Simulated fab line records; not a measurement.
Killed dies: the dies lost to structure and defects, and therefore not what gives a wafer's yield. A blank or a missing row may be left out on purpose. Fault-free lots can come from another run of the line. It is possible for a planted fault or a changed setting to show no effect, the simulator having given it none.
fab line records -- flow nand-harc -- part 2 of 2: steps 19 to 26 of 26
record: lots: 5, wafers: 15, last-day: 33
route steps=1302 shown A_CONTACT@999
lots untouched by any fault: they come from a run of this same line in which no faults occurred
start-h: hours from the record's first day to the start of the lot's first wafer shown -- wait-h: time in hours since the lot's previous step -- " as in the row above -- L1.1+2: several wafers, shown together as one row -- - no value, or no start was given -- * or withheld: withheld -- < > ~ a bound
route shown NAME@n: names a module that has steps shown in the file, with the first one's number in the route -- usual: mean/standard deviation of fault-free wafers -- same: alike in all rows -- chamber/n: place in a boat -- sites: the reading at each site -- _std_site: standard deviation across them -- _edge_site: the outer-site mean with the inner-site mean subtracted -- radius-mm: for every site, how far away it sits from the centre of the wafer -- mask NAME#n: copy n -- behind: tool/chamber where the wafer was last shaped -- hold: why the lot went on hold/how many hours it stayed there/how the hold came to an end -- device: the transistor (n, p or np) that didn't switch -- end of line: tests run on the same wafers once the route is complete -- a step with no rows: only its recipe -- killed: dies lost to structure and defects at the first sort, not the wafer's yield -- map: the dies of a wafer, with x for killed, . for not killed, _ for no die there
set.NAME: the run value of the setting; set.NAME@STEP: its run value at that earlier step -- model.NAME: the simulator's own value behind a step, which no gauge read
certain route steps with their lots: each step a table, each wafer a row
services: the hour from which a tool's chamber was out of use, counted from the record's first day as start-h (under 0 if before that day), plus the number of hours and why
== steps ==
step: NHARC_A_CONTACT_ETCH_123
recipe: source-w: withheld, pressure-mtorr: 20, bias-v: 400, time-s: 490, target-depth-a: 21100, ar-flow-sccm: withheld, c4f8-flow-sccm: 11.5, o2-flow-sccm: 7.2, chemistry: C4F8/O2/Ar
lot.wafer,tool,chamber,start-h,wait-h,rf-hours-counter-h
L081.2,har-cap-etch-01,1,566.84,0.2,10
L081.4,har-cap-etch-01,1,566.84,0.2,-
L081.5,har-cap-etch-01,0,566.84,0.2,-
L080.4,har-cap-etch-02,0,576.13,0.3,-
L080.5,har-cap-etch-02,1,576.13,0.3,-
L080.6,har-cap-etch-02,0,576.13,0.3,-
L087.1,har-cap-etch-01,1,642.21,0.1,24
L087.2,har-cap-etch-01,0,642.21,0.1,24
L087.4,har-cap-etch-01,1,642.21,0.1,-
L095.3,har-cap-etch-01,1,694.32,0.3,-
L095.4,har-cap-etch-01,0,694.32,0.3,-
L095.5,har-cap-etch-01,1,694.32,0.3,-
L097.1,har-cap-etch-01,0,713.11,0.1,38
L097.2,har-cap-etch-01,1,713.11,0.1,38
L097.5,har-cap-etch-01,1,713.11,0.1,-
step: NHARC_A_CONTACT_ETCH_90
recipe: target-depth-a: 400, over-etch-frac: 0.5, time-s: 85.7, ion-energy-ev: 120, ch3f-flow-sccm: 50, o2-flow-sccm: 30, ar-flow-sccm: 200, rf-w: 500, bias-w: 100, chemistry: CH3F/O2
usual: drypump-motor-current-A: 5.6/0.63, o2-flow-sccm: 29.99/0.087, oes-product-au: 0.94/0.035, rf-fwd-power-W: 496.5/1.7, rf-vpp-V: 244.8/2, showerhead-plenum-p-Torr: 2.49/0.13, throttle-valve-pct: 20.664/0.0098
lot.wafer,tool,chamber,start-h,wait-h,drypump-motor-current-A,o2-flow-sccm,oes-product-au,rf-fwd-power-W,rf-hours-counter-h,rf-vpp-V,showerhead-plenum-p-Torr,throttle-valve-pct
L081.4,rie-diel-13,1,567.77,0.7,5.7,30.01,0.94,494.9,5,245.5,2.49,20.665
L081.2,rie-diel-13,2,567.77,0.7,5.7,30.16,0.94,498.1,5,244.6,2.59,20.655
L081.5,rie-diel-13,0,567.77,0.7,5.1,30.10,0.96,497.2,-,247.6,2.66,20.664
L080.4,rie-diel-13,0,577.13,0.9,5.1,30.04,0.94,498.7,7,248.3,2.66,20.667
L080.6,rie-diel-13,2,577.13,0.9,5.7,29.88,0.91,496.0,-,245.8,2.59,20.669
L080.5,rie-diel-13,3,577.13,0.9,4.8,30.00,0.92,498.4,-,242.9,2.31,20.669
L087.4,rie-diel-10,1,643.19,0.7,6.5,29.99,1.00,496.2,12,244.0,2.33,20.649
L087.1,rie-diel-10,2,643.19,0.7,5.1,29.90,0.99,493.8,15,246.7,2.63,20.658
L087.2,rie-diel-10,0,643.19,0.7,5.4,30.12,1.00,496.6,10,244.7,2.51,20.660
L095.4,rie-diel-13,3,695.14,0.6,4.8,29.85,0.93,495.3,29,240.8,2.30,20.663
L095.3,rie-diel-13,1,695.14,0.6,5.7,29.89,0.92,493.4,31,245.9,2.49,20.653
L095.5,rie-diel-13,2,695.14,0.6,5.7,29.96,0.93,498.1,-,247.1,2.58,20.664
L097.1,rie-diel-02,2,714.08,0.9,6.2,29.79,0.91,495.9,50,244.0,2.50,20.658
L097.2,rie-diel-02,1,714.08,0.9,5.4,30.00,0.92,493.1,53,245.7,2.56,20.659
L097.5,rie-diel-02,2,714.08,0.9,6.3,29.89,0.91,496.1,-,243.4,2.50,20.650
step: NHARC_A_CONTACT_ETCH_96
recipe: target-depth-a: 200, over-etch-frac: 0.5, time-s: 10, ion-energy-ev: 250, c4f6-flow-sccm: 25, o2-flow-sccm: 20, ar-flow-sccm: 500, rf-w: 600, bias-w: 500, chemistry: C4F6/O2
usual: drypump-motor-current-A: 5.6/0.6, o2-flow-sccm: 20.01/0.056, oes-product-au: 0.959/0.025, rf-fwd-power-W: 586.5/2.7, rf-vpp-V: 548/3.7, showerhead-plenum-p-Torr: 3.99/0.18, throttle-valve-pct: 26.903/0.0078
lot.wafer,tool,chamber,start-h,wait-h,drypump-motor-current-A,o2-flow-sccm,oes-product-au,rf-fwd-power-W,rf-hours-counter-h,rf-vpp-V,showerhead-plenum-p-Torr,throttle-valve-pct
L081.2,rie-diel-13,2,-,-,5.7,19.99,0.969,589.4,6,550,4.12,26.916
L081.4,rie-diel-13,3,-,-,4.8,19.97,0.976,592.6,5,541,3.70,26.910
L081.5,rie-diel-13,0,-,-,5.1,20.08,0.994,583.3,-,554,4.22,26.899
L080.4,rie-diel-13,3,-,-,4.8,20.02,0.948,588.9,7,542,3.70,26.908
L080.6,rie-diel-13,1,-,-,5.7,20.00,0.920,582.7,-,550,3.98,26.894
L080.5,rie-diel-13,2,-,-,5.7,19.90,0.942,588.7,-,550,4.12,26.889
L087.4,rie-diel-10,3,-,-,6.7,20.02,0.999,586.2,13,548,4.02,26.901
L087.2,rie-diel-10,0,-,-,5.5,19.98,0.998,587.0,10,548,4.00,26.885
L087.1,rie-diel-10,1,-,-,6.5,19.93,0.983,585.4,12,544,3.73,26.897
L095.4,rie-diel-13,0,-,-,5.1,19.99,0.939,585.9,28,553,4.21,26.900
L095.3,rie-diel-13,1,-,-,5.7,20.02,0.931,584.3,32,548,3.96,26.908
L095.5,rie-diel-13,0,-,-,5.1,20.16,0.949,589.2,-,553,4.21,26.902
L097.2,rie-diel-02,1,-,-,5.3,20.03,0.930,584.5,53,549,4.08,26.917
L097.1,rie-diel-02,2,-,-,6.3,20.01,0.932,584.6,50,549,3.98,26.899
L097.5,rie-diel-02,0,-,-,6.0,19.98,0.932,588.0,-,542,3.66,26.904
step: NHARC_A_CONTACT_CD_MEAS_53
usual: cd-nm: 289.3/1
lot.wafer,tool,chamber,start-h,wait-h,cd-nm
L081.2,cd-sem-01,-,567.96,-,289.7
L081.4,cd-sem-01,-,567.96,-,289.1
L081.5,cd-sem-01,-,567.96,-,289.1
L080.4,cd-sem-03,-,577.33,-,290.4
L080.5,cd-sem-03,-,577.33,-,289.8
L080.6,cd-sem-03,-,577.33,-,290.7
L087.1,cd-sem-01,-,643.40,-,288.6
L087.2,cd-sem-01,-,643.40,-,289.4
L087.4,cd-sem-01,-,643.40,-,289.9
L095.3,cd-sem-02,-,695.36,-,289.2
L095.4,cd-sem-02,-,695.36,-,288.8
L095.5,cd-sem-02,-,695.36,-,289.4
L097.1,cd-sem-03,-,714.30,-,288.3
L097.2,cd-sem-03,-,714.30,-,288.7
L097.5,cd-sem-03,-,714.30,-,287.7
step: NHARC_A_CONTACT_STRIP_99
recipe: n2-flow-sccm: 150, h2-flow-sccm: 150, ar-flow-sccm: 0, bias-w: 0, chemistry: N2/H2
lot.wafer,tool,chamber,start-h,wait-h
L081.2+4+5,rie-diel-13,"0,3,1",568.03,0.1
L080.4+6+5,rie-diel-13,"2,1,2",577.40,0.1
L087.2+4+1,rie-diel-10,"3,0,2",643.48,0.1
L095.3+4+5,rie-diel-02,"3,0,2",695.44,0.1
L097.1+2+5,rie-diel-02,"1,3,1",714.38,0.1
step: NHARC_A_CONTACT_STRIP_100
recipe: cf4-flow-sccm: 100, chf3-flow-sccm: 30, ar-flow-sccm: 0, bias-w: 0, chemistry: CF4/CHF3
lot.wafer,tool,chamber,start-h,wait-h
L081.4+2+5,rie-diel-13,"1,2,3",568.13,0.1
L080.4+5+6,rie-diel-13,"2,1,2",577.49,0.1
L087.1+2+4,rie-diel-10,"3,0,1",643.58,0.1
L095.4+3+5,rie-diel-02,"2,3,3",695.52,0.1
L097.1+2+5,rie-diel-02,"3,2,0",714.47,0.1
step: NHARC_A_CONTACT_STRIP_101
recipe: o2-flow-sccm: 400, cos-flow-sccm: 20, ar-flow-sccm: 0, bias-w: 0, chemistry: O2/COS
lot.wafer,tool,chamber,start-h,wait-h
L081.2+4+5,rie-diel-13,"1,3,0",568.19,0.0
L080.4+5+6,rie-diel-13,"0,3,0",577.55,0.1
L087.4+2+1,rie-diel-10,"3,0,2",643.63,0.0
L095.4+3+5,rie-diel-02,"3,1,0",695.58,0.1
L097.2+1+5,rie-diel-02,"0,1,3",714.54,0.1
step: NHARC_A_CONTACT_ETCH_102
recipe: target-depth-a: 1000, overetch-a: 100, time-s: 55, ion-energy-ev: 100, cf4-flow-sccm: 80, o2-flow-sccm: 20, ar-flow-sccm: 0, rf-w: 300, bias-w: 100, chemistry: CF4/O2
usual: drypump-motor-current-A: 5.6/0.61, o2-flow-sccm: 20.00/0.06, oes-product-au: 1.000/0.0097, rf-fwd-power-W: 297.0/1.3, rf-vpp-V: 198.1/1.5, showerhead-plenum-p-Torr: 1.35/0.068, throttle-valve-pct: 13.397/0.0077
lot.wafer,tool,chamber,start-h,wait-h,drypump-motor-current-A,o2-flow-sccm,oes-product-au,rf-fwd-power-W,rf-hours-counter-h,rf-vpp-V,showerhead-plenum-p-Torr,throttle-valve-pct
L081.2,rie-diel-13,1,568.27,0.1,5.7,20.04,0.984,296.5,5,197.1,1.36,13.389
L081.5,rie-diel-13,3,568.27,0.1,4.8,19.95,1.002,298.2,-,196.0,1.25,13.401
L081.4,rie-diel-13,1,568.27,0.1,5.7,19.95,0.985,297.5,-,199.6,1.35,13.402
L080.4,rie-diel-13,1,577.68,0.1,5.7,20.07,1.001,296.2,7,199.0,1.35,13.399
L080.6,rie-diel-13,3,577.68,0.1,4.8,19.97,0.995,299.1,-,196.9,1.25,13.394
L080.5,rie-diel-13,0,577.68,0.1,5.1,20.16,1.014,297.7,-,201.3,1.44,13.403
L087.2,rie-diel-10,3,643.70,0.1,6.8,20.02,1.011,295.2,13,199.6,1.37,13.401
L087.4,rie-diel-10,0,643.70,0.1,5.5,19.99,1.005,298.4,10,197.8,1.36,13.408
L087.1,rie-diel-10,2,643.70,0.1,5.1,20.03,0.997,296.4,15,200.2,1.43,13.400
L095.3,rie-diel-02,1,695.65,0.1,5.3,20.05,1.005,295.7,45,198.8,1.39,13.398
L095.4,rie-diel-02,2,695.65,0.1,6.3,19.93,0.992,298.0,41,197.0,1.36,13.409
L095.5,rie-diel-02,1,695.65,0.1,5.3,20.00,0.997,296.4,-,197.6,1.39,13.405
L097.2,rie-diel-02,1,714.60,0.1,5.3,20.02,0.992,294.4,53,198.1,1.39,13.405
L097.1,rie-diel-02,2,714.60,0.1,6.2,20.10,0.992,296.3,50,199.5,1.36,13.396
L097.5,rie-diel-02,1,714.60,0.1,5.3,20.06,0.996,293.8,-,199.2,1.39,13.384
== services ==
tool,chamber,start-h,hours,kind
rie-diel-13,0,552.60,-,clean
rie-diel-13,1,552.60,-,clean
rie-diel-13,2,552.60,-,clean
rie-diel-13,3,552.60,-,clean
rie-diel-10,3,562.48,11.0,repair
rie-diel-13,2,568.16,8.0,repair
rie-diel-02,-,571.15,9.0,pm
rie-diel-13,0,577.10,-,clean
rie-diel-13,1,577.10,-,clean
rie-diel-13,2,577.10,-,clean
rie-diel-13,3,577.10,-,clean
rie-diel-10,-,601.03,9.0,pm
rie-diel-13,0,601.60,-,clean
rie-diel-13,1,601.60,-,clean
rie-diel-02,0,602.62,32.6,repair
rie-diel-10,0,633.93,1.8,repair
rie-diel-13,-,657.37,2.3,repair
rie-diel-13,0,660.34,6.6,repair
rie-diel-02,1,662.03,4.3,repair
rie-diel-10,1,671.73,10.6,repair
rie-diel-02,1,679.68,2.1,repair
rie-diel-02,2,688.57,2.7,repair
rie-diel-13,-,696.25,9.0,pm
rie-diel-02,-,706.52,0.7,repair
